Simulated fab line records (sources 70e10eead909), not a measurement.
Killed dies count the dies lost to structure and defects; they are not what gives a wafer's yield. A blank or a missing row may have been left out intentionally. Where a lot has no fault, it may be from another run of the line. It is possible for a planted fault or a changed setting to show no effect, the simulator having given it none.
fab line records	flow nandHarc
record: lots: 6	wafers: 18	lastDay: 26
route steps=1159 shown A_CONTACT@912 END@1159
lots that met no fault: from a run of the same line without faults
startH: hours from the record's first day to the start of the lot's first wafer shown	waitH: hours since the lot's step before	" unchanged from the row above	L1.1+2: a single row standing in for several wafers	- no value present, or no start provided	* or withheld: withheld	< > ~ a bound
route shown NAME@n: NAME is a module with steps in the file, n the number in the route of the first one	usual: the fault-free wafers' mean and standard deviation	same: alike in all rows	chamber/n: place in a boat	sites: each site's reading	_std_site: standard deviation across them	_edge_site: mean of outer sites minus mean of inner sites	radiusMm: how far each site lies from the wafer's centre	mask NAME#n: copy n	behind: the last tool/chamber to shape the wafer	hold: why the lot was held/for how many hours/how that ended	device: the transistor (n, p or np) that didn't switch	end of line: at the end of the route, the tests of the same wafers	for a step that has no rows: nothing shown but its recipe	killed: the dies lost at the first sort to structure and to defects; this is not the yield of the wafer	map: shows each die of a wafer: x if killed, . if not, _ if none is there
set.NAME: the run value of the setting; set.NAME@STEP: its run value at that earlier step	model.NAME: the simulator's own value behind a step, which no gauge read
a table for each step, a row for each wafer; lots at some steps of the route
services: from which hour (startH, from the record's first day; less than 0 if before it) a tool's chamber was out of use, for how many hours, and why
== steps ==
step: NHARC_A_CONTACT_ETCH_132
recipe: sourceW: withheld	pressureMtorr: 20	biasV: 1200	timeS: 156	targetDepthA: 9580	arFlowSccm: withheld	c4f8FlowSccm: withheld	o2FlowSccm: withheld	chemistry: C4F8/O2/Ar
usual: chamberPressureMTorr: 20.002/0.019
lot.wafer	tool	chamber	startH	waitH	chamberPressureMTorr	rfHoursCounterH
L303.2	harCapEtch-01	1	381.48	0.1	19.996	57
L303.4	"	1	"	"	20.001	-
L303.5	"	1	"	"	19.966	-
L306.1	harCapEtch-02	1	399.48	0.1	20.026	15
L306.5	"	1	"	"	20.017	-
L306.6	"	0	"	"	19.999	-
L310.2	harCapEtch-02	0	437.94	0.1	20.013	20
L310.4	"	0	"	"	20.026	-
L310.6	"	1	"	"	20.026	-
L312.1	harCapEtch-03	0	452.68	0.1	19.997	101
L312.2	"	1	"	"	19.970	101
L312.5	"	1	"	"	19.986	-
L316.4	harCapEtch-02	1	463.06	0.1	19.985	-
L316.3	"	0	"	"	20.000	-
L316.6	"	1	"	"	20.044	-
L323.2	harCapEtch-02	0	523.46	0.1	19.997	35
L323.1	"	1	"	"	19.995	35
L323.4	"	1	"	"	20.009	-
step: NHARC_A_CONTACT_ETCH_133
recipe: sourceW: withheld	pressureMtorr: 20	biasV: 400	timeS: 195	targetDepthA: 8400	arFlowSccm: withheld	c4f8FlowSccm: 11.5	o2FlowSccm: 7.2	chemistry: C4F8/O2/Ar
step: NHARC_A_CONTACT_ETCH_91
recipe: targetDepthA: 400	overEtchFrac: 0.5	timeS: 85.7	ionEnergyEv: 120	ch3fFlowSccm: 50	o2FlowSccm: 30	arFlowSccm: 200	rfW: 500	biasW: 100	chemistry: CH3F/O2
usual: chamberPressureMTorr: 25.002/0.022	drypumpMotorCurrentA: 5.8/0.5	oesProductAu: 0.96/0.037	rfVppV: 244.9/1.6	showerheadPlenumPTorr: 2.49/0.092	throttleValvePct: 20.663/0.0088
lot.wafer	tool	chamber	startH	waitH	chamberPressureMTorr	drypumpMotorCurrentA	oesProductAu	rfHoursCounterH	rfVppV	showerheadPlenumPTorr	throttleValvePct
L303.2	rieDiel-11	3	382.21	0.5	25.034	6.6	1.02	3	244.4	2.51	20.670
L303.4	"	1	"	"	25.005	5.5	0.99	4	246.5	2.55	20.659
L303.5	"	2	"	"	24.980	5.5	1.01	-	248.0	2.66	20.664
L306.1	rieDiel-13	2	400.34	0.6	24.984	6.0	0.95	21	242.3	2.33	20.654
L306.5	"	1	"	"	24.998	5.2	0.94	-	244.8	2.50	20.678
L306.6	"	2	"	"	25.030	6.0	0.94	-	241.3	2.33	20.656
L310.4	rieDiel-11	2	438.65	0.4	25.028	5.5	1.00	27	245.8	2.65	20.681
L310.2	"	3	"	"	24.987	6.6	1.01	26	245.9	2.50	20.682
L310.6	"	0	"	"	25.018	5.8	1.01	-	244.4	2.47	20.659
L312.2	rieDiel-11	1	453.43	0.5	25.017	5.5	0.92	32	245.5	2.54	20.668
L312.1	"	3	"	"	25.048	6.5	0.94	30	245.7	2.50	20.655
L312.5	"	2	"	"	24.985	5.5	0.93	-	246.9	2.65	20.668
L316.4	rieDiel-13	1	463.72	0.4	25.016	5.2	1.03	0	245.2	2.49	20.661
L316.3	"	0	"	"	25.017	5.6	1.00	0	243.6	2.45	20.659
L316.6	"	1	"	"	25.007	5.2	1.03	-	246.3	2.49	20.663
L323.1	rieDiel-13	0	524.17	0.5	25.034	5.6	0.93	11	245.2	2.45	20.661
L323.4	"	2	"	"	24.963	6.0	0.94	12	241.4	2.32	20.649
L323.2	"	3	"	"	24.966	6.2	0.94	12	243.3	2.54	20.668
step: NHARC_A_CONTACT_ETCH_97
recipe: targetDepthA: 200	overEtchFrac: 0.5	timeS: 10	ionEnergyEv: 250	c4f6FlowSccm: 25	o2FlowSccm: 20	arFlowSccm: 500	rfW: 600	biasW: 500	chemistry: C4F6/O2
usual: chamberPressureMTorr: 29.999/0.024	drypumpMotorCurrentA: 5.8/0.48	oesProductAu: 0.971/0.026	rfVppV: 548.0/2.9	showerheadPlenumPTorr: 3.98/0.14	throttleValvePct: 26.904/0.0085
lot.wafer	tool	chamber	startH	waitH	chamberPressureMTorr	drypumpMotorCurrentA	oesProductAu	rfHoursCounterH	rfVppV	showerheadPlenumPTorr	throttleValvePct
L303.2	rieDiel-11	1	-	-	30.008	5.5	0.974	4	548.8	4.07	26.906
L303.4	"	3	"	"	30.024	6.6	1.011	3	547.1	4.00	26.894
L303.5	"	1	"	"	30.010	5.5	0.981	-	550.5	4.07	26.903
L306.1	rieDiel-13	2	-	-	30.010	6.0	0.985	21	543.3	3.73	26.924
L306.5	"	0	"	"	29.959	5.6	0.940	-	546.9	3.92	26.905
L306.6	"	1	"	"	29.978	5.2	0.965	-	547.3	3.98	26.917
L310.4	rieDiel-11	0	-	-	29.994	5.8	1.002	27	547.4	3.94	26.900
L310.2	"	1	"	"	29.946	5.5	0.975	28	550.6	4.05	26.911
L310.6	"	0	"	"	29.972	5.8	1.003	-	547.0	3.94	26.890
L312.2	rieDiel-11	2	-	-	29.979	5.5	0.970	30	552.4	4.21	26.889
L312.1	"	3	"	"	29.995	6.6	0.946	30	548.1	3.98	26.893
L312.5	"	1	"	"	29.986	5.5	0.946	-	550.1	4.05	26.909
L316.4	rieDiel-13	1	-	-	30.051	5.2	1.011	0	546.8	3.97	26.909
L316.3	"	3	"	"	30.015	6.2	1.014	0	549.4	4.05	26.894
L316.6	"	2	"	"	30.036	6.0	1.005	-	543.3	3.73	26.899
L323.1	rieDiel-13	0	-	-	30.014	5.6	0.948	11	547.2	3.91	26.902
L323.2	"	1	"	"	30.044	5.3	0.967	12	546.9	3.97	26.915
L323.4	"	2	"	"	30.002	6.1	0.955	12	543.2	3.72	26.897
step: NHARC_A_CONTACT_CD_MEAS_80
usual: cdNm: 189.7/0.67
lot.wafer	tool	chamber	startH	waitH	cdNm
L303.2	cdSem-02	-	382.41	-	189.6
L303.4	"	-	"	"	190.8
L303.5	"	-	"	"	190.5
L306.1	cdSem-02	-	400.57	-	189.3
L306.5	"	-	"	"	189.1
L306.6	"	-	"	"	189.0
L310.2	cdSem-02	-	438.84	-	189.7
L310.4	"	-	"	"	189.8
L310.6	"	-	"	"	190.2
L312.1	cdSem-01	-	453.64	-	189.8
L312.2	"	-	"	"	190.5
L312.5	"	-	"	"	189.4
L316.3	cdSem-01	-	463.99	-	189.8
L316.4	"	-	"	"	189.5
L316.6	"	-	"	"	189.0
L323.1	cdSem-01	-	524.38	-	189.4
L323.2	"	-	"	"	189.2
L323.4	"	-	"	"	189.8
step: NHARC_A_CONTACT_STRIP_103
recipe: n2FlowSccm: 150	h2FlowSccm: 150	arFlowSccm: 0	biasW: 0	chemistry: N2/H2
step: NHARC_A_CONTACT_STRIP_104
recipe: cf4FlowSccm: 100	chf3FlowSccm: 30	arFlowSccm: 0	biasW: 0	chemistry: CF4/CHF3
step: NHARC_A_CONTACT_STRIP_105
recipe: o2FlowSccm: 400	cosFlowSccm: 20	arFlowSccm: 0	biasW: 0	chemistry: O2/COS
step: NHARC_A_CONTACT_ETCH_106
recipe: targetDepthA: 600	overetchA: 60	timeS: 33	ionEnergyEv: 100	cf4FlowSccm: 80	o2FlowSccm: 20	arFlowSccm: 0	rfW: 300	biasW: 100	chemistry: CF4/O2
usual: chamberPressureMTorr: 29.997/0.028	drypumpMotorCurrentA: 5.8/0.51	oesProductAu: 1.007/0.014	rfVppV: 198.1/1.3	showerheadPlenumPTorr: 1.35/0.053	throttleValvePct: 13.396/0.0088
lot.wafer	tool	chamber	startH	waitH	chamberPressureMTorr	drypumpMotorCurrentA	oesProductAu	rfHoursCounterH	rfVppV	showerheadPlenumPTorr	throttleValvePct
L303.2	rieDiel-13	0	383.17	0.0	30.031	5.6	1.008	19	196.6	1.33	13.396
L303.4	"	2	"	"	30.014	6.0	1.026	17	196.2	1.27	13.402
L303.5	"	1	"	"	30.027	5.2	1.015	-	198.3	1.36	13.396
L306.1	rieDiel-11	1	400.87	0.1	29.977	5.5	0.985	14	198.0	1.39	13.380
L306.6	"	3	"	"	30.014	6.6	1.009	-	198.1	1.36	13.374
L306.5	"	0	"	"	29.997	5.8	1.015	-	197.2	1.34	13.393
L310.2	rieDiel-11	1	439.14	0.1	29.978	5.5	0.994	28	198.3	1.38	13.390
L310.4	"	2	"	"	30.016	5.5	1.020	27	201.0	1.44	13.393
L310.6	"	3	"	"	29.990	6.6	1.017	-	198.6	1.36	13.388
L312.1	rieDiel-11	0	453.94	0.1	29.996	5.8	1.017	32	197.7	1.34	13.395
L312.2	"	3	"	"	30.029	6.6	1.016	30	197.5	1.36	13.391
L312.5	"	1	"	"	29.965	5.5	0.971	-	199.0	1.38	13.395
L316.3	rieDiel-07	0	464.32	0.1	29.994	6.7	1.012	13	197.1	1.28	13.381
L316.6	"	1	"	"	30.025	4.8	0.978	-	196.1	1.28	13.407
L316.4	"	0	"	"	29.983	6.7	1.010	-	197.7	1.28	13.410
L323.1	rieDiel-07	2	524.70	0.1	29.980	5.9	1.009	24	197.3	1.38	13.395
L323.4	"	3	"	"	30.015	5.6	1.023	37	199.1	1.41	13.388
L323.2	"	1	"	"	29.985	4.7	0.987	37	195.5	1.28	13.402
step: NHARC_A_CONTACT_STRIP_82
recipe: o2FlowSccm: 500	arFlowSccm: 0	biasW: 0	chemistry: O2
usual: chamberPressureMTorr: 60.00/0.059	drypumpMotorCurrentA: 5.8/0.51	oesProductAu: 1.005/0.014	rfVppV: 57.9/0.84	showerheadPlenumPTorr: 3.56/0.13	throttleValvePct: 17.036/0.0092
lot.wafer	tool	chamber	startH	waitH	chamberPressureMTorr	drypumpMotorCurrentA	oesProductAu	rfHoursCounterH	rfVppV	showerheadPlenumPTorr	throttleValvePct
L303.4	rieDiel-13	2	-	-	60.07	6.0	1.039	17	57.1	3.36	17.042
L303.2	"	0	"	"	59.89	5.5	0.999	19	57.6	3.53	17.040
L303.5	"	3	"	"	60.04	6.2	0.999	-	59.3	3.65	17.048
L306.1	rieDiel-11	1	-	-	60.09	5.5	0.993	14	57.3	3.66	17.033
L306.5	"	2	"	"	59.92	5.5	1.022	-	57.8	3.80	17.043
L306.6	"	3	"	"	60.06	6.6	1.018	-	56.0	3.59	17.026
L310.2	rieDiel-11	2	-	-	59.92	5.5	1.004	27	58.6	3.79	17.041
L310.4	"	1	"	"	60.01	5.5	0.986	28	58.1	3.65	17.044
L310.6	"	3	"	"	60.03	6.6	1.012	-	58.3	3.59	17.042
L312.2	rieDiel-11	1	-	-	60.08	5.5	0.992	32	57.7	3.65	17.025
L312.1	"	2	"	"	59.92	5.5	1.020	30	57.8	3.79	17.044
L312.5	"	0	"	"	60.03	5.8	0.999	-	58.3	3.54	17.029
L316.3	rieDiel-07	3	-	-	59.99	5.6	1.004	14	60.3	3.74	17.014
L316.6	"	1	"	"	59.99	4.8	0.988	-	57.9	3.40	17.045
L316.4	"	0	"	"	59.99	6.7	1.002	-	56.9	3.38	17.029
L323.4	rieDiel-07	2	-	-	60.02	6.0	1.011	24	58.5	3.65	17.042
L323.1	"	3	"	"	60.04	5.6	1.022	37	58.0	3.73	17.038
L323.2	"	0	"	"	60.10	6.7	1.019	35	57.1	3.37	17.028
step: NHARC_A_CONTACT_STRIP_83
recipe: timeS: 600	tempC: 30	chemistry: postEtchResidueRemover
step: NHARC_A_CONTACT_DEP_84
recipe: targetThkA: 20000	tempC: 400	material: aC
step: NHARC_A_CONTACT_DEP_85
recipe: targetThkA: 500	targetThkNm: 50	tempC: 400	pressureTorr: 3.5	flowSccm: 200	rfW: 350	material: SiON
usual: heaterPowerW: 746/59
lot.wafer	tool	chamber	startH	waitH	heaterPowerW
L303.2	pecvd-03	0	385.78	0.9	866
L303.4	"	1	"	"	864
L303.5	"	2	"	"	816
L306.1	pecvd-04	2	403.61	1.1	774
L306.5	"	0	"	"	681
L306.6	"	2	"	"	780
L310.2	pecvd-02	0	441.97	0.9	728
L310.6	"	1	"	"	667
L310.4	"	2	"	"	716
L312.1	pecvd-02	1	456.19	1.1	639
L312.2	"	2	"	"	734
L312.5	"	2	"	"	733
L316.3	pecvd-04	1	466.31	0.7	753
L316.4	"	0	"	"	692
L316.6	"	1	"	"	771
L323.2	pecvd-03	0	527.16	0.9	744
L323.1	"	1	"	"	798
L323.4	"	0	"	"	706
step: NHARC_A_CONTACT_DEHYDRATE_00
recipe: tempC: 150	timeS: 120
step: NHARC_A_CONTACT_HMDS_01
recipe: timeS: 30
step: NHARC_A_CONTACT_COAT_86
recipe: tempC: 260	timeS: 75
step: NHARC_A_CONTACT_COAT_87
recipe: tempC: 225	timeS: 65
step: NHARC_A_CONTACT_COAT_02
recipe: spinRpm: 1500	resistThkNm: 90
step: NHARC_A_CONTACT_SOFTBAKE_03
recipe: tempC: 105	timeS: 55
step: NHARC_A_CONTACT_EBR_04
step: NHARC_A_CONTACT_EXPOSE_05
recipe: na: 1.35	sigmaOuter: 0.8	doseMj: 84.24	maskId: A_CC
step: NHARC_A_CONTACT_PEB_06
recipe: pebTempC: 100	pebTimeS: 65
step: NHARC_A_CONTACT_DEVELOP_07
recipe: developTimeS: 35	devTempC: 23
step: NHARC_A_CONTACT_CD_MEAS_08
recipe: targetCdNm: 100	landingEnergyEv: 500
usual: cdNm: 100.1/0.71
lot.wafer	tool	chamber	startH	waitH	cdNm
L303.2	cdSem-02	0	386.50	-	101.3
L303.4	"	0	"	"	99.9
L303.5	"	0	"	"	99.5
L306.1	cdSem-03	0	404.15	-	99.5
L306.5	"	0	"	"	99.6
L306.6	"	0	"	"	100.5
L310.2	cdSem-03	0	442.63	-	101.4
L310.4	"	0	"	"	99.5
L310.6	"	0	"	"	99.7
L312.1	cdSem-01	0	456.91	-	99.0
L312.2	"	0	"	"	101.0
L312.5	"	0	"	"	99.8
L316.3	cdSem-03	0	466.89	-	100.1
L316.4	"	0	"	"	100.0
L316.6	"	0	"	"	100.9
L323.1	cdSem-02	0	527.73	-	99.8
L323.2	"	0	"	"	100.3
L323.4	"	0	"	"	100.9
step: NHARC_A_CONTACT_OVL_MEAS_09
usual: overlayXNm: -0.1/0.87	overlayYNm: -0.1/0.59
lot.wafer	tool	chamber	startH	waitH	overlayXNm	overlayYNm
L303.2	overlay-01	-	386.59	-	0.9	-1.1
L303.4	"	-	"	"	0.7	-0.9
L303.5	"	-	"	"	0.5	-0.9
L306.1	overlay-02	-	404.24	-	-0.2	0.0
L306.5	"	-	"	"	0.3	-0.2
L306.6	"	-	"	"	0.5	-0.6
L310.2	overlay-01	-	442.72	-	0.4	-0.6
L310.4	"	-	"	"	0.8	-0.2
L310.6	"	-	"	"	0.4	-0.4
L312.1	overlay-02	-	457.00	-	-1.3	0.9
L312.2	"	-	"	"	-1.4	0.6
L312.5	"	-	"	"	-1.5	0.3
L316.3	overlay-01	-	466.98	-	1.0	0.1
L316.4	"	-	"	"	0.5	0.4
L316.6	"	-	"	"	0.7	0.3
L323.1	overlay-01	-	527.82	-	0.8	0.4
L323.2	"	-	"	"	1.7	0.7
L323.4	"	-	"	"	0.9	0.4
step: NHARC_A_CONTACT_INSPECT_10
usual: rawDefectCount: 28/15
lot.wafer	tool	chamber	startH	waitH	rawDefectCount
L303.2	defectInspect-01	-	386.63	0.0	10
L303.4	"	-	"	"	4
L303.5	"	-	"	"	7
L306.1	defectInspect-02	-	404.27	0.0	12
L306.5	"	-	"	"	15
L306.6	"	-	"	"	6
L310.2	defectInspect-02	-	442.76	0.0	27
L310.4	"	-	"	"	337
L310.6	"	-	"	"	30
L312.1	defectInspect-01	-	457.04	0.0	52
L312.2	"	-	"	"	356
L312.5	"	-	"	"	423
L316.3	defectInspect-01	-	467.01	0.0	34
L316.4	"	-	"	"	33
L316.6	"	-	"	"	33
L323.1	defectInspect-02	-	527.85	0.0	13
L323.2	"	-	"	"	19
L323.4	"	-	"	"	10
step: NHARC_A_CONTACT_DESCUM_13
recipe: timeS: 3	o2FlowSccm: 200	arFlowSccm: 0	biasPowerW: 0	chemistry: O2
step: NHARC_END_SORT_01
recipe: tempC: 25
usual: killedAtArray: 27/12	killedAtOther: 0.9/1.1	killedAtPeriphery: 3.2/2.4	killedDies: 31/12	killedOpen: 3.3/1.7	killedShort: 2.0/1.6
same: grossDies: 677
lot.wafer	tool	chamber	startH	waitH	killedAtArray	killedAtOther	killedAtPeriphery	killedDies	killedOpen	killedShort
L310.4	prober-01	0	573.76	3.3	55	4	3	62	1	1
L312.2	prober-02	0	579.82	2.8	76	0	5	81	1	3
L312.5	prober-02	0	582.25	3.7	78	0	1	79	5	0
killed by level:class
L310.4 A_CONTACT:unspecified=34 A_CHANNEL_HOLE_D1:chamberFilmFlake=18 THIN_TSV:chamberFilmFlake=4 A_STAIRCASE:chamberFilmFlake=2 P_CONTACT:geometricParticle:short=1 P_CONTACT:geometricParticle:open=1 P_M1:chamberFilmFlake=1 A_CONTACT:chamberFilmFlake=1
L312.2 A_CONTACT:unspecified=38 A_CHANNEL_HOLE_D1:chamberFilmFlake=17 A_SLIT:chamberFilmFlake=10 A_STAIRCASE:chamberFilmFlake=6 P_GATE:chamberFilmFlake=3 A_ONON_D1:geometricParticle:short=2 P_M1:geometricParticle:open=1 A_CHANNEL_FILL_D1:geometricParticle:short=1
L312.5 A_CONTACT:unspecified=41 A_CHANNEL_HOLE_D1:chamberFilmFlake=19 A_SLIT:chamberFilmFlake=10 A_STAIRCASE:chamberFilmFlake=4 A_CONTACT:geometricParticle:open=3 P_M1:geometricParticle:open=1 A_M0:geometricParticle:open=1
map L310.4 (x killed, . not)
____________x____________
_________...xxxx_________
_______....xxxxxxx_______
______......xxxxxxx______
_____.......xxxxxxx._____
____.........xxxxxx..____
____.........x.x.....____
___.........x.........___
___..........xxx.x....___
__........xxxx.........__
__.........xxxx........__
_...........xxx........._
_............x.........._
_.........x......x....x._
_......................._
_......................._
.........................
..................x....x.
.........................
........x............x...
........x................
_......................._
_......................._
_......................._
_..............x........_
_..............x........_
__.....................__
__.....................__
___...................___
___...................___
____....x............____
____.................____
_____..............._____
______.............______
_______..........._______
_________......._________
____________.____________
map L312.2 (x killed, . not)
____________x____________
_________x.xxxxx_________
_______...x.xxxxxx_______
______..xxxxxxxxxxx______
_____....xx.xxxxxxx._____
____.....x.xxxxxxx.x.____
____.x....x.x.xxxx...____
___.......xx...xx....x___
___.....xx....x.......___
__.....................__
__.....................__
_......................._
_......................._
_......................._
_......................._
_......................._
...........x.............
............x..........x.
.........................
.........................
.........................
_......................._
_......................._
_....x...x.............._
_.....xxx..x............_
_.....xx................_
__...x.................__
__.x......x............__
___..x.x..............___
___.....xx............___
____...x.............____
____.................____
_____..............._____
______.....x.......______
_______xx........._______
_________.x....._________
____________.____________
== services ==
tool	chamber	startH	hours	kind
rieDiel-13	3	363.34	4.3	repair
rieDiel-11	-	366.67	9.0	pm
rieDiel-11	0	366.67	9.0	ventCycle
rieDiel-11	1	366.67	9.0	ventCycle
rieDiel-11	2	366.67	9.0	ventCycle
rieDiel-11	3	366.67	9.0	ventCycle
rieDiel-07	3	371.03	30.2	repair
rieDiel-11	0	375.67	-	clean
rieDiel-11	1	375.67	-	clean
rieDiel-11	2	375.67	-	clean
rieDiel-11	2	375.67	-	consumableReplace:showerhead
rieDiel-11	3	375.67	-	clean
pecvd-04	-	376.00	13.0	pm
pecvd-03	-	391.36	1.3	repair
rieDiel-07	-	405.26	9.0	pm
harCapEtch-01	-	411.28	0.1	repair
rieDiel-07	2	443.45	30.7	repair
pecvd-04	1	448.79	4.4	repair
rieDiel-07	0	448.96	4.0	repair
rieDiel-13	-	453.00	9.0	pm
pecvd-04	0	454.77	5.1	repair
pecvd-03	-	473.23	13.0	pm
pecvd-02	-	515.66	13.0	pm
rieDiel-13	0	516.32	3.3	repair
== key ==
firstSign: step: NHARC_A_CONTACT_INSPECT_10	reading: rawDefectCount	direction: up	sigmas: 24	usual: 28	struck: 372
effect: step: NHARC_END_SORT_01	reading: killedDies	direction: up	sigmas: 3.7	usual: 31	struck: 74
moreKillsBornAt: NHARC_A_CONTACT_DEP_85@pecvd-02: 113
metAt NHARC_A_CONTACT_DEP_85
struckWafers L310.4,L312.2,L312.5
testerLeftOut L310,L312
fault: kind: chamberParticleSource	tool: pecvd-02	chamber: 2	onsetH: 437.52	steps: NHARC_A_CONTACT_DEP_85	ratePerVisitCm2: 0.4945	endH: 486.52
testerLeftOut: of these lots the tester's yield and bins aren't shown, on N5 and GAA mostly nor the transistor test; their killed dies are dies lost to structure and defects alone, not to doping, threshold or leakage, so they don't give the yield
